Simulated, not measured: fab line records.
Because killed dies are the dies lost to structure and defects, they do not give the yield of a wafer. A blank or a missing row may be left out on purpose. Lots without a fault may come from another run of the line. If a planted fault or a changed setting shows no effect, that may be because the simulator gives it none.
A struck lot beside a sound one -- flow n5-finfet -- 38 out of 1938 route steps
Sound: wafers L845.1, L845.5, L845.6. Struck: wafer L855.6; the same lot's L855.1 was not struck, so it is left out; see the end for the cause.
Order at every step that has rows: each side's tool, ch and its chambers, its first start. Under that, the readings that differ: sound wafers -- struck wafers -- difference of the means -- sigmas: that difference in standard deviations of wafers without a fault.
alike: a reading whose means differ by less than 2 such deviations, as well as words and numbers matching on both sides. not compared: withheld readings; readings where some wafer has no value; bounds like >300 that might hide an equal value; numbers whose values overlap and for which the record gives no deviation.
The two part at a step that has a row with sigmas, a row that says differs or no value, or rows on one side only. Numbers that don't overlap but have no deviation are shown without sigmas and don't part them. A reading missing from all wafers of one side parts the sides only when that side holds two or more wafers.

first, 11 steps without rows for these wafers: N5_BEOL_M12_ETCH_59 (etches BARC in N2/H2, target depth 89 nm, overetch 26.7 nm, time 67.9 s); N5_BEOL_M12_VIA_ETCH_16 (etches SiOC in C4F8/O2/Ar, target depth 724.8 nm); N5_BEOL_M12_STRIP_63 (strips in N2/H2); N5_BEOL_M12_STRIP_64 (strips in N2/H2); N5_BEOL_M12_STRIP_71 (strips in post etch residue remover, time 60 s); N5_BEOL_M12_SRD_72 (time 30 s, dry time 30 s); N5_BEOL_M12_COAT_65 (time 60 s, resist thk 300 nm); N5_BEOL_M12_COAT_66 (time 60 s, resist thk 110 nm); N5_BEOL_M12_COAT_22 (resist thk 300 nm); N5_BEOL_M12_EBR_24; N5_BEOL_M12_SOFTBAKE_23 (time 60 s).
N5_BEOL_M12_EXPOSE_25: exposes mask M12.
  sound on krf-scanner-01 ch 0, day 12 10:20; struck on krf-scanner-01 ch 0, day 14 23:01
  alike: mask
then, 3 steps without rows for these wafers: N5_BEOL_M12_PEB_26 (peb time 90 s); N5_BEOL_M12_DEVELOP_27 (develop time 45 s); N5_BEOL_M12_HARDBAKE_32 (time 120 s).
N5_BEOL_M12_CD_MEAS_28: the cd target is 160.2 nm.
  sound on cd-sem-01 ch 0, day 12 10:31; struck on cd-sem-02 ch 0, day 14 23:11
reading,sound,struck,difference,sigmas
cd-nm (nm),160.6 157.7 159.8,169.1,+9.7,+10
then, 20 steps without rows for these wafers: N5_BEOL_M12_DESCUM_33 (chemistry O2, time 7.9 s); N5_BEOL_M12_ETCH_67 (etches SiARC in CF4, target depth 143 nm, time 238.3 s); N5_BEOL_M12_ETCH_68 (etches SOC in N2/H2, time 285 s); N5_BEOL_M12_STRIP_69 (strips in N2/H2); N5_BEOL_M12_TRENCH_ETCH_34 (etches SiOC in C4F8/O2/Ar, target depth 318.95 nm, time 125.5 s); N5_BEOL_M12_STRIP_70 (strips in C4F8/O2/Ar); N5_BEOL_M12_STRIP_37 (strips in N2/H2); N5_BEOL_M12_ETCH_38 (etches SiCN in CF4/N2, target depth 68.7 nm, time 73.4 s); N5_BEOL_M12_PRECLEAN_39 (cleans in residue remover, time 60 s); N5_BEOL_M12_SRD_40 (time 30 s, dry time 30 s); N5_BEOL_M12_DEGAS_41 (time 60 s); N5_BEOL_M12_PRE_CLEAN_42 (time 30 s); N5_BEOL_M12_SPUTTER_43 (material TaN, target thk 15 nm, time 24.19 s); N5_BEOL_M12_SPUTTER_44 (material Ta, target thk 10 nm, time 16.13 s); N5_BEOL_M12_SPUTTER_45 (material Cu, target thk 80 nm, time 13.33 s); N5_BEOL_M12_ECD_47 (material Cu, target thk 720 nm); N5_BEOL_M12_ANNEAL_48 (time 90 s); N5_BEOL_M12_CMP_49 (polishes, stops on SiOC, t overpolish 20.6 s, target thk 320 nm); N5_BEOL_M12_PRE_CLEAN_52 (time 15 s); N5_BEOL_M12_DEP_53 (deposits SiCN from 3MS/NH3, target thk 30 nm, time 10.5 s).
N5_BEOL_M15_RC_MEAS_101:
  sound on prober-02 ch 0, day 13 09:07; struck on prober-02 ch 0, day 15 22:08
reading,sound,struck,difference,sigmas
COMB_M12 (S/m),9.5e-12 5.9e-12 4.9e-12,3.9e-12,-2.9e-12,-2
SERP_M12 (ohm/um),0.633 0.648 0.629,0.570,-0.067,-6
SERP_M12_max_site (ohm/um),0.642 0.661 0.640,0.579,-0.069,-5
  alike: COMB_M10, COMB_M11, COMB_M13, COMB_M14, COMB_M15, COMB_M15_max_site, COMB_M5, COMB_M6, COMB_M7, COMB_M8, COMB_M9, SERP_M10, SERP_M11, SERP_M13, SERP_M14, SERP_M5, SERP_M5_max_site, SERP_M6, SERP_M7, SERP_M8, SERP_M9
after that, 1 step had no rows for these wafers: N5_PASSIVATION_PROBE_49.

WHERE THEY PART
Earliest at N5_BEOL_M12_CD_MEAS_28; latest, in this record, at N5_BEOL_M15_RC_MEAS_101.

WHY: what had been put in by the simulator
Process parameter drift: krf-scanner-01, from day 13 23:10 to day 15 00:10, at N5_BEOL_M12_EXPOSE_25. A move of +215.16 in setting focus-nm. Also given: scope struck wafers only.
